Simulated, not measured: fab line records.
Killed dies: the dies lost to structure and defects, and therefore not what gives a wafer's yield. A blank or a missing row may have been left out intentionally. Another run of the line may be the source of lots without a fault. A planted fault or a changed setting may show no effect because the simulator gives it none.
Split-lot experiment	flow n5 finfet	21 wafers read across 7 lots, on a route 1938 steps long

## THE SPLIT ITSELF
At N5_BEOL_M4_COAT_05 (resist thk 30 nm), the setting spin rpm was moved away from the recipe's 1500 rpm on 6 of the 21 wafers read, by -10.0% to +8.9%. For the rest of the wafers, this setting stayed at what the recipe calls for.

The split's own step is where the reading is taken.

## THE READING
CAR-EUV_of_BEOL_M4_COAT_05.thk nm (the simulator's own value, which no gauge read), in nm, at N5_BEOL_M4_COAT_05 (resist thk 30 nm). The file does not state a usual value for it. Across the 15 wafers here that went through the recipe, the average is 30.0 nm and the standard deviation 0.13 nm.

wafer	tool, chamber at the split	spin rpm as run, rpm	against the recipe	CAR-EUV_of_BEOL_M4_COAT_05.thk nm, nm	against lot-mates on the recipe
L074.1	litho track-03, 0	1500	recipe	29.8	-
L074.2	litho track-03, 0	1500	recipe	30	-
L074.4	litho track-03, 0	1500	recipe	30	-
L075.2	litho track-03, 0	1350	-10.0%	31.6	+1.6
L075.4	litho track-03, 0	1500	recipe	30	-
L075.6	litho track-03, 0	1500	recipe	30	-
L082.2	litho track-03, 0	1634	+8.9%	28.8	no lot-mate on the recipe
L082.3	litho track-03, 0	1634	+8.9%	28.8	no lot-mate on the recipe
L082.4	litho track-03, 0	1634	+8.9%	28.8	no lot-mate on the recipe
L085.2	litho track-03, 0	1500	recipe	29.8	-
L085.4	litho track-03, 0	1500	recipe	30	-
L085.5	litho track-03, 0	1500	recipe	30	-
L088.2	litho track-04, 0	1500	recipe	30.2	-
L088.4	litho track-04, 0	1500	recipe	30.2	-
L088.6	litho track-04, 0	1500	recipe	30.2	-
L091.1	litho track-02, 0	1566	+4.4%	29.4	-0.6
L091.2	litho track-02, 0	1500	recipe	30	-
L091.6	litho track-02, 0	1500	recipe	30	-
L097.2	litho track-02, 0	1585	+5.7%	29.4	-0.8
L097.4	litho track-02, 0	1500	recipe	30.2	-
L097.5	litho track-02, 0	1500	recipe	30.2	-

THE FIT
A straight line over all 21 wafers: CAR-EUV_of_BEOL_M4_COAT_05.thk nm changes by -0.143 nm for each +1% of spin rpm; r = -0.98; the points scatter about the line by 0.13 nm.
The same after taking each lot's own level away (the mean of its wafers on the recipe; 18 wafers): -0.153 nm for each +1%; r = -0.99; scatter 0.064 nm.
The reading moves by 1.5 nm for the largest change in spin rpm, on that fit.
The lots' own levels span 29.93 to 30.20 nm, that is 2.0 times the standard deviation above.
Hence the lot-to-lot level has little effect on the slope; both slopes agree.
Check: +1.39 nm against its lot-mates is what the line predicts for one of the wafers moved furthest among these (-10.0%) when that wafer is left out of the fit. It came out at +1.6 nm against them.

## THESE WAFERS: OTHER SPLITS
Note: prior to the reading, these wafers also went through further splits. Each is held against what the fit with the lots' levels taken away leaves over:
other split on the same wafers	wafers away from the commonest value	r with CAR-EUV_of_BEOL_M4_COAT_05.thk nm (lot level and that fit taken away)
N5_GATE_CUT_EXPOSE_10 dose mj	5	+0.26
N5_MOL_CONTACT_COAG_ETCH_110 bias w	4	-0.02
N5_MOL_CONTACT_COAG_CVD_140 target thk a	8	+0.04
N5_BEOL_M0_SAQP_COAT_34 spin rpm	7	-0.59
N5_BEOL_M1_PECVD_72 time s	4	-0.49
N5_BEOL_M1_COAT_05 spin rpm	7	+0.06
N5_BEOL_M1_COAT_76 time s	10	-0.04
N5_BEOL_M3_SPUTTER_79 time s	9	-0.54

## THE FILE'S OWN FIT
CAR-EUV_of_BEOL_M4_COAT_05.thk nm changes by -0.153 nm for each +1% of spin rpm, r = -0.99.
